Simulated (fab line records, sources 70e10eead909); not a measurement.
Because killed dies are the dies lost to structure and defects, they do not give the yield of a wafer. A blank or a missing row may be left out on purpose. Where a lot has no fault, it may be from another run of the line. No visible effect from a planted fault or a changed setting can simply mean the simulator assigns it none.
Chamber matching    flow nand harc    NHARC_A_SLIT_DEP_25 on pecvd-04: 3 sister chambers
The step deposits SiO2, target thk 200 nm. 20 wafers are shown with their chamber, then 10 later ones without.

## EACH WAFER AND ITS CHAMBER
wafer   chamber  showerhead vpp V (V)  throttle valve pct (%)  heater power w (W)
L075.2  0        1861                  16.1                    574
L075.4  1        1858                  16.7                    495
L075.5  0        1865                  16.0                    600
L074.3  2        2003                  16.8                    573
L074.4  1        1875                  16.6                    657
L074.6  2        2022                  16.6                    579
L076.1  1        1847                  16.1                    604
L076.4  1        1868                  16.0                    624
L076.5  2        2028                  16.5                    691
L078.1  2        2034                  16.3                    609
L078.3  1        1813                  16.3                    600
L078.4  0        1865                  15.6                    561
L088.1  0        1886                  15.6                    493
L088.2  2        2011                  16.6                    697
L088.4  1        1856                  16.5                    653
L091.3  2        2024                  16.8                    699
L091.4  1        1875                  16.4                    557
L091.6  0        1896                  15.3                    538
L089.3  1        1835                  16.3                    639
L089.4  0        1871                  15.6                    582

SIGNATURES (averages over the wafers above)
reading             chamber 0  chamber 1  chamber 2  scatter within a chamber
showerhead vpp V    1874.00    1853.38    2020.33    16.8
throttle valve pct  15.700     16.363     16.600     0.245
heater power w      558.00     603.62     641.33     52.4
Rule: for a wafer and a chamber, the distance is found by dividing, reading by reading, the gap between the wafer's reading and the chamber's mean by the reading's scatter, squaring, summing and taking the root. The wafer belongs to the nearest chamber; if the next one is less than 2 further off, it can't be placed. How the scatter is found: for the shown wafers, subtract from each reading the mean of its chamber, square and add these, divide the total by (wafers less chambers), then take the root.

## WAFERS MISSING THEIR CHAMBER
wafer   showerhead vpp V (V)  throttle valve pct (%)  heater power w (W)
L089.6  2004                  16.4                    701
L092.1  1884                  15.4                    584
L092.4  1876                  15.4                    584
L092.5  1821                  16.4                    646
L093.4  1894                  15.4                    474
L093.5  2018                  16.6                    688
L093.6  1818                  16.1                    642
L096.4  1882                  15.4                    590
L096.5  1852                  16.4                    573
L096.6  2020                  16.5                    685

## THE CHAMBER EACH PASSED THROUGH
wafer   from the rows above      in truth
L089.6  2                        2
L092.1  0                        0
L092.4  0                        0
L092.5  1                        1
L093.4  0                        0
L093.5  2                        2
L093.6  can't be placed: 1 or 0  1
L096.4  0                        0
L096.5  1                        1
L096.6  2                        2
Correctly placed: 9 of 10. Cannot be placed on the basis of these rows: 1; the candidates contain the true chamber in 1. Number placed wrongly: 0.
